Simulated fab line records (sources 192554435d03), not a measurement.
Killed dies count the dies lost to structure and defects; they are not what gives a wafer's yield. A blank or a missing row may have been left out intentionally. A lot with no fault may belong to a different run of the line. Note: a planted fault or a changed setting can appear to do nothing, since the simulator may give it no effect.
Chamber matching || flow n5_finfet || N5_GATE_CUT_CMP_23 on cmp-02 has 4 sister chambers
The step polishes, stops on SiO2, t overpolish 23.4 s, target thk 16 nm. 8 wafers are shown with their chamber, then 11 later ones without.

## WAFERS PAIRED WITH THEIR CHAMBERS
{"wafer": "L081.1", "chamber": 0, "motor_current_A (A)": 9.9, "overpolish_run_s (s)": 23.417}
{"wafer": "L081.6", "chamber": 0, "motor_current_A (A)": 9.2, "overpolish_run_s (s)": 23.398}
{"wafer": "L083.5", "chamber": 2, "motor_current_A (A)": 9.4, "overpolish_run_s (s)": 23.400}
{"wafer": "L084.3", "chamber": 2, "motor_current_A (A)": 9.7, "overpolish_run_s (s)": 23.401}
{"wafer": "L086.1", "chamber": 1, "motor_current_A (A)": 8.8, "overpolish_run_s (s)": 23.385}
{"wafer": "L086.3", "chamber": 3, "motor_current_A (A)": 8.9, "overpolish_run_s (s)": 23.402}
{"wafer": "L086.5", "chamber": 3, "motor_current_A (A)": 7.8, "overpolish_run_s (s)": 23.377}
{"wafer": "L087.1", "chamber": 1, "motor_current_A (A)": 9.3, "overpolish_run_s (s)": 23.403}

## WAFERS MISSING THEIR CHAMBER
{"wafer": "L087.4", "motor_current_A (A)": 8.1, "overpolish_run_s (s)": 23.399}
{"wafer": "L087.5", "motor_current_A (A)": 9.8, "overpolish_run_s (s)": 23.393}
{"wafer": "L092.2", "motor_current_A (A)": 9.1, "overpolish_run_s (s)": 23.398}
{"wafer": "L092.3", "motor_current_A (A)": 8.0, "overpolish_run_s (s)": 23.408}
{"wafer": "L092.4", "motor_current_A (A)": 9.2, "overpolish_run_s (s)": 23.412}
{"wafer": "L093.1", "motor_current_A (A)": 9.8, "overpolish_run_s (s)": 23.396}
{"wafer": "L093.3", "motor_current_A (A)": 9.6, "overpolish_run_s (s)": 23.408}
{"wafer": "L093.6", "motor_current_A (A)": 9.6, "overpolish_run_s (s)": 23.399}
{"wafer": "L095.1", "motor_current_A (A)": 7.9, "overpolish_run_s (s)": 23.396}
{"wafer": "L095.3", "motor_current_A (A)": 9.5, "overpolish_run_s (s)": 23.398}
{"wafer": "L095.4", "motor_current_A (A)": 9.8, "overpolish_run_s (s)": 23.406}

## THE CHAMBER EACH PASSED THROUGH
{"wafer": "L087.4", "from the rows above": "can't be placed: 3 or 1 or 2", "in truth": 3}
{"wafer": "L087.5", "from the rows above": "can't be placed: 2 or 0 or 1", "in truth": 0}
{"wafer": "L092.2", "from the rows above": "can't be placed: 1 or 2 or 0 or 3", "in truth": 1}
{"wafer": "L092.3", "from the rows above": "can't be placed: 3 or 1 or 0 or 2", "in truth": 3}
{"wafer": "L092.4", "from the rows above": "can't be placed: 0 or 2 or 1 or 3", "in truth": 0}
{"wafer": "L093.1", "from the rows above": "can't be placed: 2 or 0 or 1", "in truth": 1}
{"wafer": "L093.3", "from the rows above": "can't be placed: 0 or 2 or 1", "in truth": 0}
{"wafer": "L093.6", "from the rows above": "can't be placed: 2 or 0 or 1", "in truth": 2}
{"wafer": "L095.1", "from the rows above": "can't be placed: 3 or 1", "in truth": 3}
{"wafer": "L095.3", "from the rows above": "can't be placed: 2 or 0 or 1", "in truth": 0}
{"wafer": "L095.4", "from the rows above": "can't be placed: 0 or 2 or 1", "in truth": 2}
Correct placement for 0 of the 11. Unplaceable from these rows: 11, with the true chamber sitting among the candidates in 11. 0 placed wrongly.
How it was worked out, from the rows above alone: a wafer's distance from a chamber is the root of the sum, over the readings, of the square of ((its reading less the chamber's mean) divided by the reading's scatter). If the next closest chamber is less than 2 further off than the closest, the wafer can't be placed; otherwise it belongs to the closest. A chamber's mean is the mean of its shown wafers. How the scatter is found: for the shown wafers, subtract from each reading the mean of its chamber, square and add these, divide the total by (wafers less chambers), then take the root.
